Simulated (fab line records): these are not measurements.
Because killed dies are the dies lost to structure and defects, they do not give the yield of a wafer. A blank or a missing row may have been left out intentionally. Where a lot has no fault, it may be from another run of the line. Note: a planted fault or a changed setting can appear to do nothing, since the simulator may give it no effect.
Chamber matching || flow n5-finfet || cvd-co-01 running N5_BEOL_M0_PRE_CLEAN_131: 3 sister chambers
The step time 15 s. 3 wafers are shown with their chamber, then 8 later ones without.

EACH WAFER AND ITS CHAMBER
{"wafer": "L084.4", "chamber": 2, "heater-power-w (W)": 118}
{"wafer": "L085.4", "chamber": 1, "heater-power-w (W)": 67}
{"wafer": "L087.2", "chamber": 0, "heater-power-w (W)": 63}

WAFERS WITHOUT THEIR CHAMBER
{"wafer": "L087.4", "heater-power-w (W)": 66}
{"wafer": "L087.5", "heater-power-w (W)": 67}
{"wafer": "L091.3", "heater-power-w (W)": 65}
{"wafer": "L091.4", "heater-power-w (W)": 67}
{"wafer": "L091.5", "heater-power-w (W)": 65}
{"wafer": "L096.3", "heater-power-w (W)": 65}
{"wafer": "L096.5", "heater-power-w (W)": 68}
{"wafer": "L096.6", "heater-power-w (W)": 118}

CHAMBER TAKEN BY EACH
{"wafer": "L087.4", "from the rows above": "can't be placed: 1 or 0", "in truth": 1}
{"wafer": "L087.5", "from the rows above": 1, "in truth": 1}
{"wafer": "L091.3", "from the rows above": "can't be placed: 0 or 1", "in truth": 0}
{"wafer": "L091.4", "from the rows above": 1, "in truth": 1}
{"wafer": "L091.5", "from the rows above": "can't be placed: 0 or 1", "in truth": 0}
{"wafer": "L096.3", "from the rows above": "can't be placed: 0 or 1", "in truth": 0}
{"wafer": "L096.5", "from the rows above": 1, "in truth": 1}
{"wafer": "L096.6", "from the rows above": 2, "in truth": 2}
Correct placement for 4 of the 8. Unplaceable from these rows: 4, with the true chamber sitting among the candidates in 4. Number placed wrongly: 0.
How it was worked out, from the rows above alone: a wafer's distance from a chamber is the root of the sum, over the readings, of the square of ((its reading less the chamber's mean) divided by the reading's scatter). If the next closest chamber is less than 2 further off than the closest, the wafer can't be placed; otherwise it belongs to the closest. Each chamber's mean is taken over the wafers shown for it. The scatter: root of mean squared gap, hidden wafer to nearest shown wafer, with one shown wafer a chamber.
